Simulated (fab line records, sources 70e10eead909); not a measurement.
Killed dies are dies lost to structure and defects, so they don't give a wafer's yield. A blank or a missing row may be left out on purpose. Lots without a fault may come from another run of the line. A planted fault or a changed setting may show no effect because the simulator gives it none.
Chamber matching | flow nand_harc | NHARC_A_CHANNEL_HOLE_D1_DESCUM_15 on rie_diel-07: 4 sister chambers
The step chemistry O2, time 3 s. 16 wafers are shown with their chamber, then 8 later ones without.

WAFERS WITH THEIR CHAMBER
wafer  | chamber | drypump_motor_current_A (A) | oes_product_au (a.u.) | rf_vpp_V (V)
L130.3 | 2       | 6.3                         | 0.995                 | 59.2
L130.4 | 1       | 6.1                         | 0.993                 | 58.2
L130.5 | 0       | 5.5                         | 0.993                 | 58.0
L132.1 | 1       | 6.1                         | 0.993                 | 58.7
L132.2 | 3       | 6.1                         | 1.000                 | 56.4
L132.3 | 2       | 6.3                         | 0.994                 | 58.5
L133.2 | 3       | 6.1                         | 1.005                 | 57.8
L133.3 | 1       | 6.1                         | 1.001                 | 58.0
L133.6 | 1       | 6.1                         | 0.993                 | 59.1
L134.2 | 1       | 6.1                         | 1.002                 | 57.7
L134.3 | 0       | 5.5                         | 0.993                 | 57.9
L134.4 | 3       | 6.1                         | 0.998                 | 58.0
L137.1 | 3       | 6.1                         | 1.008                 | 56.4
L137.3 | 0       | 5.6                         | 0.992                 | 57.7
L137.4 | 2       | 6.3                         | 0.994                 | 58.0
L139.2 | 0       | 5.6                         | 1.000                 | 57.3

SIGNATURES (means of the wafers above)
reading                 | chamber 0 | chamber 1 | chamber 2 | chamber 3 | scatter within a chamber
drypump_motor_current_A | 5.550     | 6.100     | 6.300     | 6.100     | 0.0289
oes_product_au          | 0.99450   | 0.99640   | 0.99433   | 1.00275   | 0.004
rf_vpp_V                | 57.725    | 58.340    | 58.567    | 57.150    | 0.615
Rule: a wafer's distance from a chamber is the root of the sum, over the readings, of the square of ((its reading less the chamber's mean) divided by the reading's scatter). The wafer belongs to the nearest chamber; if the next one is less than 2 further off, it can't be placed. The scatter: the root of (the sum of the squares of (reading less its chamber's mean) over the shown wafers, divided by (wafers less chambers)).

WAFERS WITHOUT THEIR CHAMBER
wafer  | drypump_motor_current_A (A) | oes_product_au (a.u.) | rf_vpp_V (V)
L139.4 | 6.3                         | 0.995                 | 58.8
L139.5 | 6.1                         | 1.001                 | 57.7
L142.5 | 5.6                         | 0.991                 | 58.2
L142.6 | 6.0                         | 0.998                 | 58.0
L143.5 | 5.5                         | 0.996                 | 57.7
L143.6 | 6.1                         | 1.010                 | 56.9
L144.2 | 6.3                         | 1.009                 | 57.2
L144.3 | 6.0                         | 0.995                 | 57.6

WHICH CHAMBER EACH WENT THROUGH
wafer  | from the rows above     | in truth
L139.4 | 2                       | 2
L139.5 | can't be placed: 3 or 1 | 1
L142.5 | 0                       | 0
L142.6 | can't be placed: 1 or 3 | 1
L143.5 | 0                       | 0
L143.6 | 3                       | 3
L144.2 | 2                       | 2
L144.3 | can't be placed: 1 or 3 | 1
Placed correctly: 5 of 8. Can't be placed from these rows: 3 (the true chamber is among the candidates in 3). Placed wrongly: 0.
